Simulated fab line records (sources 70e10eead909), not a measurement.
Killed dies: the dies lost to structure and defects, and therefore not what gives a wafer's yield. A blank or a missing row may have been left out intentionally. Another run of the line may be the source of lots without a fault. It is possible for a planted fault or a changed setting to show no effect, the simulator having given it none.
Comparing a struck lot with a sound one -- flow nandHarc -- 15 out of 1302 route steps
Sound: wafers L414.1, L414.3, L414.5. Struck: wafer L417.2. (L417.4, L417.6 of the same lot were not struck and are left out.) The cause comes at the end.
Order at every step that has rows: each side's tool, ch and its chambers, its first start. Under that, the readings that differ: sound wafers -- struck wafers -- difference of the means -- sigmas: that difference in standard deviations of wafers without a fault.
alike: readings with means less than 2 such deviations apart, plus words and numbers identical on both sides. not compared: withheld readings, readings lacking a value on some wafer, bounds such as >300 that could conceal the same value, and numbers that have no deviation in the record and whose values overlap.
A row with sigmas, a row that says differs or no value, or rows on one side alone: a step with any of these is where the two part. Non-overlapping numbers with no deviation appear without sigmas and do not part them. A reading missing from all wafers of one side parts the sides only when that side holds two or more wafers.

first, 5 steps without rows for these wafers: NHARC_A_CONTACT_SOFTBAKE_37 (time 55 s); NHARC_A_CONTACT_EBR_38; NHARC_A_CONTACT_EXPOSE_39 (exposes mask A CC 3); NHARC_A_CONTACT_PEB_40 (peb time 65 s); NHARC_A_CONTACT_DEVELOP_41 (develop time 35 s).
NHARC_A_CONTACT_CD_MEAS_42 targets a cd of 300 nm.
  sound on cdSem-03 ch 0, day 21 11:25; struck on cdSem-02 ch 0, day 22 16:45
  alike: cdNm
NHARC_A_CONTACT_OVL_MEAS_43:
  sound: overlay-02 at day 21 11:31; struck: overlay-02 at day 22 16:50
  alike: overlayXNm, overlayYNm
NHARC_A_CONTACT_INSPECT_44:
  sound: defectInspect-01 at day 21 11:33; struck: defectInspect-01 at day 22 16:53
  alike: rawDefectCount
NHARC_A_CONTACT_DESCUM_47: chemistry O2, time 3 s.
  sound on rieDiel-07 ch 2,3, day 21 11:37; struck on rieDiel-07 ch 3, day 22 16:56
  alike: drypumpMotorCurrentA, oesProductAu, rfVppV, showerheadPlenumPTorr, throttleValvePct
  not compared: rfHoursCounterH
NHARC_A_CONTACT_ETCH_48: etches the open film in CF4, target depth 39 nm, time 65 s.
  sound on rieDiel-07 ch 0,3, day 21 11:42; struck on rieDiel-07 ch 3, day 22 17:01
  alike: biasW, drypumpMotorCurrentA, oesProductAu, rfVppV, showerheadPlenumPTorr, throttleValvePct
  not compared: rfHoursCounterH
NHARC_A_CONTACT_ETCH_49: etches the open film in N2/H2, target depth 260 nm, time 475.3 s.
  sound: rieDiel-07 ch 0,3; struck: rieDiel-07 ch 3
  alike: biasW, drypumpMotorCurrentA, oesProductAu, rfVppV, showerheadPlenumPTorr, throttleValvePct
  not compared: rfHoursCounterH
NHARC_A_CONTACT_ETCH_50: etches the open film in CF4/CHF3, target depth 121 nm, time 60.5 s.
  sound: rieDiel-07 ch 1,2,3; struck: rieDiel-07 ch 3
  alike: biasW, drypumpMotorCurrentA, oesProductAu, rfVppV, showerheadPlenumPTorr, throttleValvePct
  not compared: rfHoursCounterH
NHARC_A_CONTACT_ETCH_51: etches the open film in O2/COS, target depth 7000 nm, time 1820 s.
  sound on rieDiel-07 ch 0,1, day 21 12:13; struck on rieDiel-07 ch 0, day 22 17:44
reading,sound,struck,difference,sigmas
oesProductAu (a.u.),0.998 1.013 0.998,0.829,-0.174,-12
  alike: biasW, drypumpMotorCurrentA, rfVppV, showerheadPlenumPTorr, throttleValvePct
  not compared: rfHoursCounterH
NHARC_A_CONTACT_ETCH_111: etches the open film in C4F8/O2/Ar, time 140 s, target depth 700 nm.
  sound on harCapEtch-01 ch 0,1, day 21 13:29; struck on harCapEtch-03 ch 0, day 22 18:59
  not compared: rfHoursCounterH
-- jump in the record: it breaks off in module A_CONTACT and resumes in module END (first step shown: number 1302 of the route), and 3 days separate the struck wafers' starts before and after --
NHARC_END_SORT_01:
  sound on prober-02 ch 0, day 24 08:46; struck on prober-01 ch 0, day 25 12:17
reading,sound,struck,difference,sigmas
killedAtArray,27 24 17,672,+649,+32
killedDies,30 30 18,677,+651,+31
  alike: killedAtOther, killedAtPeriphery, killedOpen, killedShort

WHERE THEY PART
Last at NHARC_END_SORT_01 as far as this record goes, first at NHARC_A_CONTACT_ETCH_51.

WHY: the cause the simulator had injected
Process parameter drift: rieDiel-07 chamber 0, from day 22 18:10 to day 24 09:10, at NHARC_A_CONTACT_ETCH_51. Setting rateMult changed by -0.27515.
